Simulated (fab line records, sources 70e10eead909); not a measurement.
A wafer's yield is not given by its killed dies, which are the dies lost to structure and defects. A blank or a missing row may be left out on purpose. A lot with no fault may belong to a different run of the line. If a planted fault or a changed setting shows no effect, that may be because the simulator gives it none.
Matching of chambers + flow nand harc + cmp-03 running NHARC_P_CONTACT_CMP_01: 4 sister chambers
The step polishes SiO2, target thk 200 nm. 4 wafers are shown with their chamber, then 12 later ones without.

## WAFERS WITH THEIR CHAMBER
| wafer  | chamber | motor current A (A) |
|--------|---------|---------------------|
| L089.5 | 2       | 10.8                |
| L090.1 | 1       | 14.1                |
| L090.5 | 3       | 11.7                |
| L090.6 | 0       | 11.5                |

## WAFERS WITHOUT THEIR CHAMBER
| wafer  | motor current A (A) |
|--------|---------------------|
| L091.1 | 11.5                |
| L091.4 | 14.4                |
| L091.5 | 11.9                |
| L092.1 | 10.4                |
| L092.3 | 13.6                |
| L092.5 | 14.4                |
| L095.1 | 10.4                |
| L095.4 | 11.6                |
| L095.5 | 11.3                |
| L097.1 | 10.5                |
| L097.2 | 11.4                |
| L097.3 | 13.1                |

## WHICH CHAMBER EACH WENT THROUGH
| wafer  | from the rows above          | in truth |
|--------|------------------------------|----------|
| L091.1 | can't be placed: 0 or 3 or 2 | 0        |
| L091.4 | 1                            | 1        |
| L091.5 | can't be placed: 3 or 0      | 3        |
| L092.1 | can't be placed: 2 or 0      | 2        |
| L092.3 | 1                            | 1        |
| L092.5 | 1                            | 1        |
| L095.1 | can't be placed: 2 or 0      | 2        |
| L095.4 | can't be placed: 0 or 3 or 2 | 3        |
| L095.5 | can't be placed: 0 or 3 or 2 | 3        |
| L097.1 | can't be placed: 2 or 0      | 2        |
| L097.2 | can't be placed: 0 or 3 or 2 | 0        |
| L097.3 | can't be placed: 1 or 3 or 0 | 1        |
Placed correctly: 3 of 12. From these rows, 9 cannot be placed; in 9 the true chamber is one of the candidates. Wrongly placed: 0.
How it was worked out, from the rows above alone: a wafer's distance from a chamber is the root of the sum, over the readings, of the square of ((its reading less the chamber's mean) divided by the reading's scatter). The wafer belongs to the nearest chamber; if the next one is less than 2 further off, it can't be placed. A chamber's mean is the mean of its shown wafers. The scatter (one wafer shown for each chamber): square how far every hidden wafer sits from the nearest shown wafer, average those squares and take the square root.
